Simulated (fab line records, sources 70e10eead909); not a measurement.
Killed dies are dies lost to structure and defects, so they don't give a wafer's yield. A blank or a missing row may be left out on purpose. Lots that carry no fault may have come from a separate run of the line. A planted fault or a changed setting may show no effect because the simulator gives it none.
Chamber matching || flow nand_harc || cmp-02 running NHARC_P_CONTACT_CMP_01: 4 sister chambers
The step polishes SiO2, target thk 200 nm. 16 wafers are shown with their chamber, then 8 later ones without.

## EACH WAFER AND ITS CHAMBER
{"wafer": "L076.1", "chamber": 3, "motor_current_A (A)": 12.0}
{"wafer": "L076.4", "chamber": 1, "motor_current_A (A)": 13.1}
{"wafer": "L076.5", "chamber": 1, "motor_current_A (A)": 12.7}
{"wafer": "L084.2", "chamber": 0, "motor_current_A (A)": 13.5}
{"wafer": "L084.3", "chamber": 1, "motor_current_A (A)": 12.8}
{"wafer": "L084.6", "chamber": 0, "motor_current_A (A)": 13.1}
{"wafer": "L086.1", "chamber": 3, "motor_current_A (A)": 12.2}
{"wafer": "L086.3", "chamber": 2, "motor_current_A (A)": 11.5}
{"wafer": "L086.4", "chamber": 0, "motor_current_A (A)": 13.5}
{"wafer": "L087.4", "chamber": 0, "motor_current_A (A)": 12.8}
{"wafer": "L087.5", "chamber": 0, "motor_current_A (A)": 13.4}
{"wafer": "L087.6", "chamber": 1, "motor_current_A (A)": 13.2}
{"wafer": "L090.1", "chamber": 0, "motor_current_A (A)": 13.1}
{"wafer": "L090.2", "chamber": 1, "motor_current_A (A)": 12.8}
{"wafer": "L090.6", "chamber": 1, "motor_current_A (A)": 13.1}
{"wafer": "L092.3", "chamber": 2, "motor_current_A (A)": 11.3}

SIGNATURES, as means of the wafers listed above
{"reading": "motor_current_A", "chamber 0": 13.233, "chamber 1": 12.950, "chamber 2": 11.400, "chamber 3": 12.100, "scatter within a chamber": 0.232}
Rule: for a wafer and a chamber, the distance is found by dividing, reading by reading, the gap between the wafer's reading and the chamber's mean by the reading's scatter, squaring, summing and taking the root. If the next closest chamber is less than 2 further off than the closest, the wafer can't be placed; otherwise it belongs to the closest. How the scatter is found: for the shown wafers, subtract from each reading the mean of its chamber, square and add these, divide the total by (wafers less chambers), then take the root.

## WAFERS WITHOUT THEIR CHAMBER
{"wafer": "L092.4", "motor_current_A (A)": 13.6}
{"wafer": "L092.5", "motor_current_A (A)": 13.0}
{"wafer": "L094.1", "motor_current_A (A)": 12.9}
{"wafer": "L094.2", "motor_current_A (A)": 11.1}
{"wafer": "L094.6", "motor_current_A (A)": 11.5}
{"wafer": "L095.2", "motor_current_A (A)": 12.1}
{"wafer": "L095.5", "motor_current_A (A)": 11.5}
{"wafer": "L095.6", "motor_current_A (A)": 12.6}

## THE CHAMBER EACH PASSED THROUGH
{"wafer": "L092.4", "from the rows above": "can't be placed: 0 or 1", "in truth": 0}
{"wafer": "L092.5", "from the rows above": "can't be placed: 1 or 0", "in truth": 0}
{"wafer": "L094.1", "from the rows above": "can't be placed: 1 or 0", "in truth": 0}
{"wafer": "L094.2", "from the rows above": 2, "in truth": 2}
{"wafer": "L094.6", "from the rows above": 2, "in truth": 2}
{"wafer": "L095.2", "from the rows above": 3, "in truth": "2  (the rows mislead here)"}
{"wafer": "L095.5", "from the rows above": 2, "in truth": 2}
{"wafer": "L095.6", "from the rows above": "can't be placed: 1 or 3 or 0", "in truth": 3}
Placed correctly: 3 of 8. Can't be placed from these rows: 4 (the true chamber is among the candidates in 4). Wrongly placed: 1.
